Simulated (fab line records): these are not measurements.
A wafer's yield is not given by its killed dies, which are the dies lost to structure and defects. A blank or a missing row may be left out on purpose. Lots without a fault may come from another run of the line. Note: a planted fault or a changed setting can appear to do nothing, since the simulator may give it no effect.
fab line records ; flow nand-harc ; part 1 of 2: steps 1 to 23 of 38
record: lots: 5; wafers: 15; last-day: 31
route steps=1302 shown P_BONDPAD@361 A_START@389 A_ZERO_WELL@390
lots that met no fault: taken from a fault-free run of the same line
start-h: start of the lot's first displayed wafer, in hours after the record's first day ; wait-h: hours elapsed since this lot's preceding step ; " the same as in the row above ; L1.1+2: a single row standing in for several wafers ; - value missing, or start not given ; * or withheld: withheld ; < > ~ a bound
route shown NAME@n: names a module that has steps shown in the file, with the first one's number in the route ; usual: average and standard deviation across the fault-free wafers ; same: alike in all rows ; chamber/n: place in a boat ; sites: per-site readings ; _std_site: standard deviation across them ; _edge_site: inner sites' mean taken away from outer sites' mean ; radius-mm: how far each site lies from the wafer's centre ; mask NAME#n: copy n ; behind: the last tool/chamber to shape the wafer ; hold: the reason the lot was held/the length of the hold in hours/how it ended ; device: names the non-switching transistor (n, p or np) ; end of line: the tests these same wafers got at the end of their route ; where a step has no rows: the recipe by itself ; killed: dies lost to structure and defects at the first sort, not the wafer's yield ; map: per-die view of a wafer (x killed, . not killed, _ where there is no die)
set.NAME: the setting that was run; set.NAME@STEP: the one run at that earlier step ; model.NAME: the simulator's own value behind a step, which no gauge read
certain route steps with their lots: each step a table, each wafer a row
services: when a tool's chamber went out of use (start-h, in hours from the record's first day, below 0 if earlier), for how many hours, and the reason
== steps ==
step: NHARC_P_BONDPAD_EXPOSE_06
recipe: na: 0.55; dose-mj: 37.06; mask-id: P_BPAD
same: na: 0.55
lot.wafer;tool;chamber;start-h;wait-h;mask
L076.2+3+4;krf-scanner-03;0;154.80;-;P_BPAD#0
L082.1+4+6;krf-scanner-03;0;222.95;-;P_BPAD#0
L083.3+5+6;krf-scanner-01;0;227.13;-;P_BPAD#0
L085.1+3+6;krf-scanner-01;0;243.82;-;P_BPAD#0
L086.2+3+6;krf-scanner-01;0;249.40;-;P_BPAD#0
step: NHARC_P_BONDPAD_PEB_07
recipe: peb-temp-c: 128; peb-time-s: 80
lot.wafer;tool;chamber;start-h;wait-h
L076.2+3+4;litho-track-05;0;154.86;0.1
L082.1+4+6;litho-track-05;0;223.01;0.1
L083.3+5+6;litho-track-03;0;227.19;0.1
L085.1+3+6;litho-track-07;0;243.89;0.1
L086.2+3+6;litho-track-07;0;249.47;0.1
step: NHARC_P_BONDPAD_DEVELOP_08
recipe: time-s: 50; dev-temp-c: 22
lot.wafer;tool;chamber;start-h;wait-h
L076.2+3+4;litho-track-05;0;-;-
L082.1+4+6;litho-track-05;0;-;-
L083.3+5+6;litho-track-03;0;-;-
L085.1+3+6;litho-track-07;0;-;-
L086.2+3+6;litho-track-07;0;-;-
step: NHARC_P_BONDPAD_CD_MEAS_09
recipe: target-cd-nm: 500; landing-energy-ev: 500
usual: cd-nm: 499.2/1.7
lot.wafer;tool;chamber;start-h;wait-h;cd-nm
L076.2;cd-sem-03;0;154.95;-;497.5
L076.3;cd-sem-03;0;154.95;-;497.5
L076.4;cd-sem-03;0;154.95;-;499.0
L082.1;cd-sem-01;0;223.10;-;498.6
L082.4;cd-sem-01;0;223.10;-;498.6
L082.6;cd-sem-01;0;223.10;-;498.0
L083.3;cd-sem-01;0;227.28;-;498.3
L083.5;cd-sem-01;0;227.28;-;497.5
L083.6;cd-sem-01;0;227.28;-;499.0
L085.1;cd-sem-01;0;243.97;-;501.3
L085.3;cd-sem-01;0;243.97;-;502.8
L085.6;cd-sem-01;0;243.97;-;500.4
L086.2;cd-sem-01;0;249.55;-;501.4
L086.3;cd-sem-01;0;249.55;-;501.5
L086.6;cd-sem-01;0;249.55;-;501.3
step: NHARC_P_BONDPAD_OVL_MEAS_38
usual: overlay-x-nm: -1/6; overlay-y-nm: 0/4.2
lot.wafer;tool;chamber;start-h;wait-h;overlay-x-nm;overlay-y-nm
L076.2;overlay-02;-;155.03;-;-3;1
L076.3;overlay-02;-;155.03;-;-3;0
L076.4;overlay-02;-;155.03;-;-3;1
L082.1;overlay-02;-;223.19;-;7;5
L082.4;overlay-02;-;223.19;-;7;5
L082.6;overlay-02;-;223.19;-;7;5
L083.3;overlay-01;-;227.37;-;3;4
L083.5;overlay-01;-;227.37;-;2;3
L083.6;overlay-01;-;227.37;-;3;4
L085.1;overlay-01;-;244.06;-;-1;6
L085.3;overlay-01;-;244.06;-;-1;6
L085.6;overlay-01;-;244.06;-;-1;6
L086.2;overlay-02;-;249.64;-;0;-2
L086.3;overlay-02;-;249.64;-;-1;-2
L086.6;overlay-02;-;249.64;-;0;-2
step: NHARC_P_BONDPAD_HARDBAKE_10
recipe: temp-c: 118; time-s: 65
lot.wafer;tool;chamber;start-h;wait-h
L076.2+3+4;litho-track-03;0;155.08;0.0
L082.1+4+6;litho-track-07;0;223.23;0.0
L083.3+5+6;litho-track-05;0;227.43;0.1
L085.1+3+6;litho-track-03;0;244.11;0.0
L086.2+3+6;litho-track-05;0;249.69;0.0
step: NHARC_P_BONDPAD_DESCUM_11
recipe: time-s: 3; o2-flow-sccm: 200; ar-flow-sccm: 0; bias-power-w: 0; chemistry: O2
usual: drypump-motor-current-A: 5.6/0.47; o2-flow-sccm: 199.9/0.62; oes-product-au: 1.000/0.0077; rf-vpp-V: 57.9/0.89; showerhead-plenum-p-Torr: 1.93/0.09; throttle-valve-pct: 11.311/0.0087
lot.wafer;tool;chamber;start-h;wait-h;drypump-motor-current-A;o2-flow-sccm;oes-product-au;rf-hours-counter-h;rf-vpp-V;showerhead-plenum-p-Torr;throttle-valve-pct
L076.3;rie-diel-01;3;155.17;-;6.3;200.3;1.001;4.4;58.6;1.97;11.309
L076.2;rie-diel-01;1;155.17;-;6.0;200.2;1.015;4.5;58.0;1.94;11.323
L076.4;rie-diel-01;3;155.17;-;6.3;201.2;0.997;-;58.3;1.97;11.314
L082.4;rie-diel-06;3;223.32;-;5.9;199.5;1.004;4.6;57.0;1.92;11.317
L082.1;rie-diel-06;0;223.32;-;5.7;199.9;1.003;5.2;58.4;2.01;11.312
L082.6;rie-diel-06;2;223.32;-;5.9;199.0;0.997;-;56.4;1.92;11.313
L083.3;rie-diel-02;2;227.52;-;4.8;198.3;0.997;0.0;56.7;2.07;11.309
L083.6;rie-diel-02;0;227.52;-;4.7;200.5;0.993;-;56.9;1.78;11.304
L083.5;rie-diel-02;1;227.52;-;5.7;200.5;1.002;-;59.4;1.79;11.330
L085.3;rie-diel-02;3;244.19;-;5.4;199.6;0.993;0.6;57.9;2.03;11.326
L085.1;rie-diel-02;1;244.19;-;5.6;200.8;0.996;0.6;57.6;1.79;11.303
L085.6;rie-diel-02;3;244.19;-;5.4;199.7;0.991;-;58.6;2.03;11.313
L086.2;rie-diel-01;3;249.76;-;6.3;199.9;1.000;2.2;57.7;1.97;11.315
L086.3;rie-diel-01;1;249.76;-;6.0;199.9;1.004;1.3;57.1;1.93;11.325
L086.6;rie-diel-01;3;249.76;-;6.3;200.3;1.007;-;59.6;1.97;11.296
step: NHARC_P_BONDPAD_ETCH_37
recipe: target-depth-a: 600; overetch-a: 180; time-s: 65.91; ion-energy-ev: 200; n2-flow-sccm: 150; h2-flow-sccm: 150; ar-flow-sccm: 0; rf-w: 400; bias-w: 150; chemistry: N2/H2
usual: drypump-motor-current-A: 5.6/0.47; n2-flow-sccm: 150.0/0.43; oes-product-au: 1.001/0.0079; rf-vpp-V: 431.3/2.8; showerhead-plenum-p-Torr: 2.07/0.096; throttle-valve-pct: 14.172/0.0094
lot.wafer;tool;chamber;start-h;wait-h;drypump-motor-current-A;n2-flow-sccm;oes-product-au;rf-hours-counter-h;rf-vpp-V;showerhead-plenum-p-Torr;throttle-valve-pct
L076.3;rie-diel-01;3;155.26;0.1;6.3;150.2;1.004;4.4;434.1;2.10;14.180
L076.2;rie-diel-01;1;155.26;0.1;6.0;149.8;1.005;4.5;430.7;2.06;14.165
L076.4;rie-diel-01;2;155.26;0.1;5.4;149.5;0.998;-;430.5;2.02;14.169
L082.1;rie-diel-06;3;223.40;0.1;6.0;149.5;1.004;4.6;431.0;2.04;14.146
L082.4;rie-diel-06;0;223.40;0.1;5.7;149.7;0.994;5.2;432.9;2.15;14.168
L082.6;rie-diel-06;0;223.40;0.1;5.8;150.0;1.002;-;433.4;2.15;14.175
L083.3;rie-diel-02;2;227.59;0.1;4.8;150.1;0.999;0.0;436.6;2.21;14.175
L083.6;rie-diel-02;2;227.59;0.1;4.8;150.1;0.996;-;436.3;2.21;14.170
L083.5;rie-diel-02;3;227.59;0.1;5.4;150.0;0.998;-;434.4;2.17;14.147
L085.3;rie-diel-02;3;244.27;0.1;5.4;150.3;0.997;0.6;433.5;2.17;14.165
L085.1;rie-diel-02;2;244.27;0.1;4.8;150.3;0.995;0.7;434.2;2.21;14.159
L085.6;rie-diel-02;0;244.27;0.1;4.8;150.0;0.994;-;427.0;1.90;14.171
L086.2;rie-diel-01;3;249.85;0.1;6.3;150.0;0.997;2.2;433.0;2.10;14.159
L086.3;rie-diel-01;2;249.85;0.1;5.4;150.7;0.997;1.4;430.0;2.02;14.169
L086.6;rie-diel-01;0;249.85;0.1;5.5;150.2;1.009;-;430.8;2.07;14.175
step: NHARC_P_BONDPAD_ETCH_12
recipe: target-depth-a: 2000; time-s: 100; chf3-flow-sccm: 50; o2-flow-sccm: 10; ar-flow-sccm: 200; rf-w: 500; bias-w: 200; chemistry: CHF3/O2
usual: drypump-motor-current-A: 5.6/0.47; o2-flow-sccm: 10.00/0.03; oes-product-au: 0.938/0.021; rf-vpp-V: 371.1/2.5; showerhead-plenum-p-Torr: 2.43/0.11; throttle-valve-pct: 20.572/0.0092
lot.wafer;tool;chamber;start-h;wait-h;drypump-motor-current-A;o2-flow-sccm;oes-product-au;rf-hours-counter-h;rf-vpp-V;showerhead-plenum-p-Torr;throttle-valve-pct
L076.2;rie-diel-01;3;-;-;6.3;9.99;0.934;4.5;371.7;2.47;20.569
L076.3;rie-diel-01;2;-;-;5.4;9.96;0.924;5.0;371.5;2.38;20.579
L076.4;rie-diel-01;1;-;-;5.9;9.94;0.934;-;371.0;2.43;20.542
L082.1;rie-diel-06;0;-;-;5.7;10.01;0.929;5.3;373.7;2.52;20.581
L082.4;rie-diel-06;2;-;-;5.9;10.01;0.928;4.4;370.4;2.41;20.573
L082.6;rie-diel-06;0;-;-;5.7;9.99;0.923;-;373.7;2.52;20.573
L083.3;rie-diel-02;2;-;-;4.8;10.00;0.980;0.1;374.0;2.59;20.583
L083.5;rie-diel-02;1;-;-;5.7;9.98;0.961;-;366.3;2.26;20.585
L083.6;rie-diel-02;2;-;-;4.8;10.01;0.976;-;374.3;2.59;20.574
L085.3;rie-diel-02;0;-;-;4.8;10.03;0.957;0.5;367.0;2.25;20.578
L085.1;rie-diel-02;1;-;-;5.7;9.98;0.985;0.6;367.7;2.26;20.569
L085.6;rie-diel-02;3;-;-;5.4;9.97;0.962;-;373.2;2.54;20.574
L086.2;rie-diel-01;3;-;-;6.3;10.02;0.942;2.2;372.6;2.47;20.571
L086.3;rie-diel-01;1;-;-;6.0;9.97;0.928;1.3;370.4;2.43;20.569
L086.6;rie-diel-01;0;-;-;5.5;9.97;0.924;-;371.1;2.43;20.579
step: NHARC_P_BONDPAD_CD_MEAS_13
usual: cd-nm: 498.4/1.9
lot.wafer;tool;chamber;start-h;wait-h;cd-nm
L076.2;cd-sem-03;-;155.52;-;496.3
L076.3;cd-sem-03;-;155.52;-;496.4
L076.4;cd-sem-03;-;155.52;-;498.4
L082.1;cd-sem-03;-;223.62;-;499.3
L082.4;cd-sem-03;-;223.62;-;498.0
L082.6;cd-sem-03;-;223.62;-;497.0
L083.3;cd-sem-03;-;227.84;-;497.4
L083.5;cd-sem-03;-;227.84;-;496.4
L083.6;cd-sem-03;-;227.84;-;498.7
L085.1;cd-sem-01;-;244.50;-;501.3
L085.3;cd-sem-01;-;244.50;-;502.7
L085.6;cd-sem-01;-;244.50;-;499.7
L086.2;cd-sem-02;-;250.09;-;499.9
L086.3;cd-sem-02;-;250.09;-;500.5
L086.6;cd-sem-02;-;250.09;-;499.9
step: NHARC_P_BONDPAD_STRIP_15
recipe: o2-flow-sccm: 500; ar-flow-sccm: 0; bias-w: 0; chemistry: O2
usual: drypump-motor-current-A: 5.8/0.35; o2-flow-sccm: 499.9/1.6; oes-product-au: 1.001/0.0078; rf-vpp-V: 57.9/0.87; showerhead-plenum-p-Torr: 3.59/0.12; throttle-valve-pct: 17.036/0.0092
lot.wafer;tool;chamber;start-h;wait-h;drypump-motor-current-A;o2-flow-sccm;oes-product-au;rf-hours-counter-h;rf-vpp-V;showerhead-plenum-p-Torr;throttle-valve-pct
L076.3;rie-diel-06;0;155.61;0.1;5.7;499.0;1.012;1.8;58.5;3.70;17.054
L076.2;rie-diel-06;1;155.61;0.1;6.0;500.9;0.988;1.5;59.0;3.67;17.038
L076.4;rie-diel-06;2;155.61;0.1;5.9;499.2;0.996;1.2;57.6;3.54;17.019
L082.4;rie-diel-01;2;223.70;0.1;5.4;500.5;0.992;0.5;59.4;3.50;17.045
L082.1;rie-diel-01;1;223.70;0.1;6.0;498.6;1.000;0.4;56.4;3.56;17.037
L082.6;rie-diel-01;2;223.70;0.1;5.4;500.7;1.001;-;57.3;3.50;17.026
L083.3;rie-diel-06;3;227.94;0.1;6.0;499.2;1.001;4.7;57.6;3.54;17.037
L083.6;rie-diel-06;1;227.94;0.1;5.9;497.5;0.995;-;57.5;3.67;17.041
L083.5;rie-diel-06;2;227.94;0.1;5.9;499.3;0.996;-;59.4;3.54;17.029
L085.1;rie-diel-06;0;244.58;0.1;5.7;500.2;0.990;6.2;57.2;3.69;17.038
L085.3;rie-diel-06;1;244.58;0.1;5.9;501.1;0.980;6.4;57.3;3.67;17.032
L085.6;rie-diel-06;1;244.58;0.1;6.0;499.2;0.992;-;57.3;3.67;17.044
L086.2;rie-diel-06;3;250.16;0.1;6.0;500.0;0.997;5.6;58.0;3.53;17.039
L086.3;rie-diel-06;0;250.16;0.1;5.7;503.7;1.010;6.4;58.9;3.69;17.050
L086.6;rie-diel-06;3;250.16;0.1;6.0;499.7;0.998;-;56.8;3.54;17.017
step: NHARC_P_BONDPAD_ETCH_24
recipe: target-depth-a: 300; over-etch-frac: 0.3; time-s: 72.99; ion-energy-ev: 150; cf4-flow-sccm: 50; n2-flow-sccm: 100; ar-flow-sccm: 150; rf-w: 300; bias-w: 100; chemistry: CF4/N2
usual: drypump-motor-current-A: 5.7/0.37; n2-flow-sccm: 100.0/0.31; oes-product-au: 0.999/0.0074; rf-vpp-V: 315.1/1.7; showerhead-plenum-p-Torr: 2.68/0.091; throttle-valve-pct: 19.795/0.009
lot.wafer;tool;chamber;start-h;wait-h;drypump-motor-current-A;n2-flow-sccm;oes-product-au;rf-hours-counter-h;rf-vpp-V;showerhead-plenum-p-Torr;throttle-valve-pct
L076.3;rie-diel-06;3;-;-;6.0;99.4;1.001;1.4;315.3;2.63;19.794
L076.4;rie-diel-06;0;-;-;5.7;100.0;1.005;1.8;317.8;2.75;19.789
L076.2;rie-diel-06;2;-;-;5.9;100.1;1.006;1.2;314.7;2.64;19.804
L082.1;rie-diel-01;3;-;-;6.3;99.2;0.999;0.8;315.4;2.70;19.806
L082.4;rie-diel-01;2;-;-;5.4;100.4;0.989;0.6;314.9;2.60;19.800
L082.6;rie-diel-01;0;-;-;5.5;99.4;0.994;-;314.8;2.66;19.794
L083.3;rie-diel-06;0;-;-;5.7;100.3;1.006;5.4;316.4;2.75;19.802
L083.5;rie-diel-06;3;-;-;5.9;100.1;1.006;-;312.6;2.63;19.804
L083.6;rie-diel-06;0;-;-;5.7;99.8;1.014;-;316.9;2.75;19.801
L085.3;rie-diel-06;1;-;-;5.9;100.2;0.997;6.4;315.9;2.73;19.809
L085.1;rie-diel-06;3;-;-;5.9;99.9;1.005;5.5;314.8;2.63;19.792
L085.6;rie-diel-06;2;-;-;5.9;99.7;1.002;-;314.6;2.64;19.801
L086.2;rie-diel-06;0;-;-;5.7;99.8;1.007;6.4;316.0;2.75;19.791
L086.3;rie-diel-06;1;-;-;6.0;100.0;1.001;6.6;317.2;2.73;19.796
L086.6;rie-diel-06;0;-;-;5.7;99.6;1.004;-;317.0;2.75;19.790
step: NHARC_P_BONDPAD_STRIP_16
recipe: time-s: 600; temp-c: 30; chemistry: post-etch-residue-remover
lot.wafer;tool;chamber;start-h;wait-h
L076.3+2+4;wet-bench-08;4,5,7;155.88;-
L082.6+1+4;wet-bench-10;0,1,3;223.98;-
L083.3+5+6;wet-bench-08;4,7,0;228.20;-
L085.3+6+1;wet-bench-10;3,6,0;244.86;-
L086.6+3+2;wet-bench-08;4,5,0;250.44;-
step: NHARC_P_BONDPAD_DEGAS_25
recipe: temp-c: 300; time-s: 60
usual: heater-power-w: 488/43
lot.wafer;tool;chamber;start-h;wait-h;heater-power-w
L076.2;pvd-sputter-03;-;156.15;-;491
L076.4;pvd-sputter-03;-;156.15;-;454
L076.3;pvd-sputter-03;-;156.15;-;508
L082.1;pvd-sputter-02;-;224.25;-;399
L082.4;pvd-sputter-02;-;224.25;-;503
L082.6;pvd-sputter-02;-;224.25;-;402
L083.3;pvd-sputter-03;-;228.51;-;458
L083.6;pvd-sputter-03;-;228.51;-;463
L083.5;pvd-sputter-03;-;228.51;-;481
L085.3;pvd-sputter-03;-;245.12;-;479
L085.1;pvd-sputter-03;-;245.12;-;539
L085.6;pvd-sputter-03;-;245.12;-;472
L086.2;pvd-sputter-02;-;250.76;-;396
L086.3;pvd-sputter-02;-;250.76;-;465
L086.6;pvd-sputter-02;-;250.76;-;582
step: NHARC_P_BONDPAD_PRE_CLEAN_26
recipe: time-s: 30; temp-c: 280; gas: H2/He
usual: heater-power-w: 430/37
lot.wafer;tool;chamber;start-h;wait-h;heater-power-w
L076.2;pvd-sputter-03;-;-;-;434
L076.3;pvd-sputter-03;-;-;-;417
L076.4;pvd-sputter-03;-;-;-;414
L082.1;pvd-sputter-02;-;-;-;433
L082.4;pvd-sputter-02;-;-;-;367
L082.6;pvd-sputter-02;-;-;-;437
L083.3;pvd-sputter-03;-;-;-;411
L083.6;pvd-sputter-03;-;-;-;477
L083.5;pvd-sputter-03;-;-;-;415
L085.3;pvd-sputter-03;-;-;-;410
L085.1;pvd-sputter-03;-;-;-;414
L085.6;pvd-sputter-03;-;-;-;407
L086.3;pvd-sputter-02;-;-;-;444
L086.2;pvd-sputter-02;-;-;-;356
L086.6;pvd-sputter-02;-;-;-;353
step: NHARC_P_BONDPAD_PVD_17
recipe: target-thk-a: 50; bias-v: 168.6; power-w: 15000; chamber-pressure-pa: 0.12; time-s: 8.06; substrate-temp-c: 50; material: TaN
usual: throttle-valve-pct: 30.5/0.82
lot.wafer;tool;chamber;start-h;wait-h;throttle-valve-pct
L076.2;pvd-sputter-03;-;-;-;31.0
L076.4;pvd-sputter-03;-;-;-;30.5
L076.3;pvd-sputter-03;-;-;-;31.8
L082.1;pvd-sputter-02;-;-;-;29.9
L082.4;pvd-sputter-02;-;-;-;30.9
L082.6;pvd-sputter-02;-;-;-;30.2
L083.3;pvd-sputter-03;-;-;-;30.3
L083.5;pvd-sputter-03;-;-;-;32.0
L083.6;pvd-sputter-03;-;-;-;30.6
L085.3;pvd-sputter-03;-;-;-;32.1
L085.1;pvd-sputter-03;-;-;-;29.7
L085.6;pvd-sputter-03;-;-;-;31.9
L086.3;pvd-sputter-02;-;-;-;30.1
L086.2;pvd-sputter-02;-;-;-;30.1
L086.6;pvd-sputter-02;-;-;-;30.0
step: NHARC_P_BONDPAD_PVD_27
recipe: target-thk-a: 300; chamber-pressure-pa: 5; power-w: 5000; substrate-temp-c: 30; time-s: 20.49; material: Cu
usual: throttle-valve-pct: 30.5/0.82
lot.wafer;tool;chamber;start-h;wait-h;throttle-valve-pct
L076.3;pvd-sputter-03;-;-;-;30.1
L076.4;pvd-sputter-03;-;-;-;30.4
L076.2;pvd-sputter-03;-;-;-;31.6
L082.1;pvd-sputter-02;-;-;-;31.0
L082.4;pvd-sputter-02;-;-;-;30.0
L082.6;pvd-sputter-02;-;-;-;30.2
L083.3;pvd-sputter-03;-;-;-;30.7
L083.6;pvd-sputter-03;-;-;-;29.9
L083.5;pvd-sputter-03;-;-;-;31.8
L085.1;pvd-sputter-03;-;-;-;32.4
L085.3;pvd-sputter-03;-;-;-;30.8
L085.6;pvd-sputter-03;-;-;-;31.9
L086.2;pvd-sputter-02;-;-;-;30.4
L086.3;pvd-sputter-02;-;-;-;30.7
L086.6;pvd-sputter-02;-;-;-;30.1
step: NHARC_P_BONDPAD_ECD_18
recipe: target-thk-a: 4000; bath-temp-c: 25; material: Cu
usual: bath-temp-c: 25.01/0.1
lot.wafer;tool;chamber;start-h;wait-h;bath-temp-c
L076.2;ecd-cu-02;0;156.50;-;25.01
L076.3;ecd-cu-02;0;156.50;-;24.98
L076.4;ecd-cu-02;1;156.50;-;25.12
L082.1;ecd-cu-01;0;224.61;-;24.87
L082.4;ecd-cu-01;1;224.61;-;25.09
L082.6;ecd-cu-01;0;224.61;-;25.08
L083.3;ecd-cu-02;1;229.01;-;25.04
L083.5;ecd-cu-02;0;229.01;-;24.96
L083.6;ecd-cu-02;1;229.01;-;25.07
L085.1;ecd-cu-01;1;245.49;-;24.98
L085.3;ecd-cu-01;0;245.49;-;25.01
L085.6;ecd-cu-01;1;245.49;-;24.99
L086.2;ecd-cu-01;0;251.11;-;24.96
L086.3;ecd-cu-01;1;251.11;-;25.11
L086.6;ecd-cu-01;1;251.11;-;25.11
step: NHARC_P_BONDPAD_ANNEAL_28
recipe: temp-c: 225; time-s: 90
usual: anneal-temp-c: 224.95/0.18; wafer_temp_C_max: 225.93/0.2
lot.wafer;tool;chamber;start-h;wait-h;anneal-temp-c;wafer_temp_C_max
L076.2;rtp-anneal-01;0;156.93;-;224.78;226.09
L076.3;rtp-anneal-01;0;156.93;-;224.63;225.67
L076.4;rtp-anneal-01;0;156.93;-;224.71;225.94
L082.1;rtp-anneal-01;0;224.99;0.3;225.08;225.77
L082.4;rtp-anneal-01;0;224.99;0.3;224.90;225.91
L082.6;rtp-anneal-01;0;224.99;0.3;225.01;225.94
L083.3;rtp-anneal-02;0;229.34;-;224.68;225.62
L083.5;rtp-anneal-02;0;229.34;-;224.61;225.55
L083.6;rtp-anneal-02;0;229.34;-;224.77;226.00
L085.1;rtp-anneal-01;0;245.87;0.3;224.60;225.79
L085.3;rtp-anneal-01;0;245.87;0.3;224.70;225.91
L085.6;rtp-anneal-01;0;245.87;0.3;225.11;226.07
L086.2;rtp-anneal-02;0;251.54;0.4;224.92;225.92
L086.3;rtp-anneal-02;0;251.54;0.4;224.68;225.66
L086.6;rtp-anneal-02;0;251.54;0.4;224.91;226.32
step: NHARC_P_BONDPAD_CMP_19
recipe: t-overpolish-s: 30; cu-recess-touch-s: 16; target-thk-nm: 160.81
usual: motor-current-A: 12.6/1.2; overpolish-run-s: 30.000/0.0086
lot.wafer;tool;chamber;start-h;wait-h;motor-current-A;overpolish-run-s
L076.4;cmp-01;0;157.21;-;11.4;30.002
L076.3;cmp-01;1;157.21;-;12.5;29.997
L076.2;cmp-01;2;157.21;-;11.5;29.994
L082.4;cmp-01;0;225.34;-;11.5;30.000
L082.1;cmp-01;1;225.34;-;13.1;29.996
L082.6;cmp-01;1;225.34;-;12.4;30.004
L083.3;cmp-03;0;229.64;-;13.3;29.995
L083.6;cmp-03;2;229.64;-;11.9;29.990
L083.5;cmp-03;3;229.64;-;11.9;29.989
L085.3;cmp-03;3;246.21;-;11.7;29.990
L085.1;cmp-03;1;246.21;-;14.1;30.004
L085.6;cmp-03;0;246.21;-;13.3;29.992
L086.3;cmp-04;0;251.84;-;11.0;29.988
L086.2;cmp-04;1;251.84;-;13.1;29.988
L086.6;cmp-04;0;251.84;-;10.8;30.007
step: NHARC_P_BONDPAD_THK_MEAS_20
recipe: thk-meas-gauge: xrf
usual: thk-nm: 160.8/1.4
lot.wafer;tool;chamber;start-h;wait-h;thk-nm
L076.2;film-metro-02;-;157.53;-;160.0
L076.3;film-metro-02;-;157.53;-;158.9
L076.4;film-metro-02;-;157.53;-;158.9
L082.1;film-metro-02;-;225.66;-;161.9
L082.4;film-metro-02;-;225.66;-;160.4
L082.6;film-metro-02;-;225.66;-;161.7
L083.3;film-metro-01;-;229.92;-;162.3
L083.5;film-metro-01;-;229.92;-;162.2
L083.6;film-metro-01;-;229.92;-;161.9
L085.1;film-metro-02;-;246.53;-;164.6
L085.3;film-metro-02;-;246.53;-;161.6
L085.6;film-metro-02;-;246.53;-;161.1
L086.2;film-metro-02;-;252.16;-;161.6
L086.3;film-metro-02;-;252.16;-;161.9
L086.6;film-metro-02;-;252.16;-;160.6
step: NHARC_P_BONDPAD_SRD_21
recipe: time-s: 30; temp-c: 23; dry-time-s: 20; spin-rpm: 1500
lot.wafer;tool;chamber;start-h;wait-h
L076.2+4+3;wet-bench-08;3,5,7;157.57;0.0
L082.1+4+6;wet-bench-10;4,6,7;225.71;0.0
L083.6+5+3;wet-bench-10;5,0,2;229.96;0.0
L085.6+1+3;wet-bench-08;0,1,3;246.58;0.0
L086.6+2+3;wet-bench-10;0,3,4;252.20;0.0
step: NHARC_P_BONDPAD_INSPECT_23
usual: raw-defect-count: 345/110
lot.wafer;tool;chamber;start-h;wait-h;raw-defect-count
L076.2;defect-inspect-01;-;157.76;0.0;239
L076.3;defect-inspect-01;-;157.76;0.0;186
L076.4;defect-inspect-01;-;157.76;0.0;288
L082.1;defect-inspect-02;-;225.87;0.0;296
L082.4;defect-inspect-02;-;225.87;0.0;209
L082.6;defect-inspect-02;-;225.87;0.0;222
L083.3;defect-inspect-02;-;230.13;0.0;400
L083.5;defect-inspect-02;-;230.13;0.0;379
L083.6;defect-inspect-02;-;230.13;0.0;335
L085.1;defect-inspect-01;-;246.78;0.0;432
L085.3;defect-inspect-01;-;246.78;0.0;282
L085.6;defect-inspect-01;-;246.78;0.0;281
L086.2;defect-inspect-01;-;252.36;0.0;332
L086.3;defect-inspect-01;-;252.36;0.0;412
L086.6;defect-inspect-01;-;252.36;0.0;282
